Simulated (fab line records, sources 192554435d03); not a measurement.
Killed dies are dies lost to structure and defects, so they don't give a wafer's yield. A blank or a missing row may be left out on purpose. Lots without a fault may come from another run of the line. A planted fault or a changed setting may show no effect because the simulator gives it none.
Which tool did it? | flow n5_finfet | 10 lots, 29 wafers sampled, at 5 steps of a route of 1938

WHAT THE GAUGES READ, wafer by wafer
N5_BEOL_M2_THK_MEAS_01.
lot  | measured     | on            | M2_ILD_THK (nm)
L337 | day 6 15:53  | film_metro-01 | 77.6 78.6 80.4
L338 | day 6 22:11  | film_metro-01 | 76.2 79.3 77.8
L339 | day 7 05:34  | film_metro-01 | 79.5 81.4 79.8
L340 | day 7 10:42  | film_metro-02 | 78.1 79.3 80.1
L341 | day 7 18:07  | film_metro-01 | 78.4 77.9 78.7
L345 | day 8 20:40  | film_metro-02 | 75.8 76.7 78.7
L346 | day 9 05:29  | film_metro-02 | 77.7 79.7 79.5
L350 | day 9 19:54  | film_metro-01 | 78.0 76.0 90.0
L357 | day 11 16:47 | film_metro-01 | 87.1 78.4
L359 | day 12 08:08 | film_metro-01 | 78.2 79.1 79.0

WHICH TOOL RAN EACH LOT (tool, then ch and the chambers of the sampled wafers, then the start)
lot  | N5_BEOL_M1_SPUTTER_86        | N5_BEOL_M1_ANNEAL_91         | N5_BEOL_M1_SPUTTER_92        | N5_BEOL_M2_ILD_DEP_00
L337 | pvd_sputter-01, day 6 13:20  | pvd_sputter-01, day 6 13:52  | pvd_sputter-01, day 6 14:00  | pecvd-01 ch 0,1,2, day 6 15:49
L338 | pvd_sputter-02, day 6 19:38  | pvd_sputter-02, day 6 20:09  | pvd_sputter-02, day 6 20:17  | pecvd-03 ch 1,2, day 6 22:07
L339 | pvd_sputter-03, day 7 03:17  | pvd_sputter-03, day 7 03:49  | pvd_sputter-03, day 7 03:57  | pecvd-03 ch 0,1, day 7 05:30
L340 | pvd_sputter-01, day 7 08:18  | pvd_sputter-01, day 7 08:49  | pvd_sputter-01, day 7 08:58  | pecvd-01 ch 1,2, day 7 10:38
L341 | pvd_sputter-03, day 7 15:50  | pvd_sputter-03, day 7 16:22  | pvd_sputter-03, day 7 16:30  | pecvd-01 ch 0,2, day 7 18:03
L345 | pvd_sputter-03, day 8 18:23  | pvd_sputter-03, day 8 18:54  | pvd_sputter-03, day 8 19:02  | pecvd-03 ch 1,2, day 8 20:35
L346 | pvd_sputter-02, day 9 03:10  | pvd_sputter-02, day 9 03:41  | pvd_sputter-02, day 9 03:50  | pecvd-01 ch 0,1,2, day 9 05:25
L350 | pvd_sputter-02, day 9 17:37  | pvd_sputter-02, day 9 18:08  | pvd_sputter-02, day 9 18:17  | pecvd-03 ch 0,1,2, day 9 19:50
L357 | pvd_sputter-01, day 11 14:31 | pvd_sputter-01, day 11 15:02 | pvd_sputter-01, day 11 15:10 | pecvd-03 ch 1,2, day 11 16:43
L359 | pvd_sputter-03, day 12 05:49 | pvd_sputter-03, day 12 06:20 | pvd_sputter-03, day 12 06:28 | pecvd-02 ch 0,1, day 12 08:03
- N5_BEOL_M1_SPUTTER_86: material Cu, target thk 4.5 nm, time 8.29 s.
- N5_BEOL_M1_ANNEAL_91: time 240 s.
- N5_BEOL_M1_SPUTTER_92: material Cu, target thk 4.5 nm, time 8.29 s.
- N5_BEOL_M2_ILD_DEP_00: deposits SiOC from DEMS/O2, target thk 79 nm, time 15.3 s.

THE ANSWER, worked out from the rows above alone
Rule: what is usual is taken from the lots themselves. Put in order of their means at a reading, lots are off if they are a third of the lots or fewer, leave a main group of 4 or more, and stand apart from it by a gap of 3 or more times the standard deviation of the main group's means; of several such gaps the widest counts. A main group whose means are all the same, to the digits that the tables above print for the reading, isn't used. A lot without any number at a reading at which 4 lots or more have one is off too. The other lots that the step has rows for count as sound.
No lot is off at any reading shown: from this, nothing can be told.

WHAT THE SIMULATOR HAD PUT IN
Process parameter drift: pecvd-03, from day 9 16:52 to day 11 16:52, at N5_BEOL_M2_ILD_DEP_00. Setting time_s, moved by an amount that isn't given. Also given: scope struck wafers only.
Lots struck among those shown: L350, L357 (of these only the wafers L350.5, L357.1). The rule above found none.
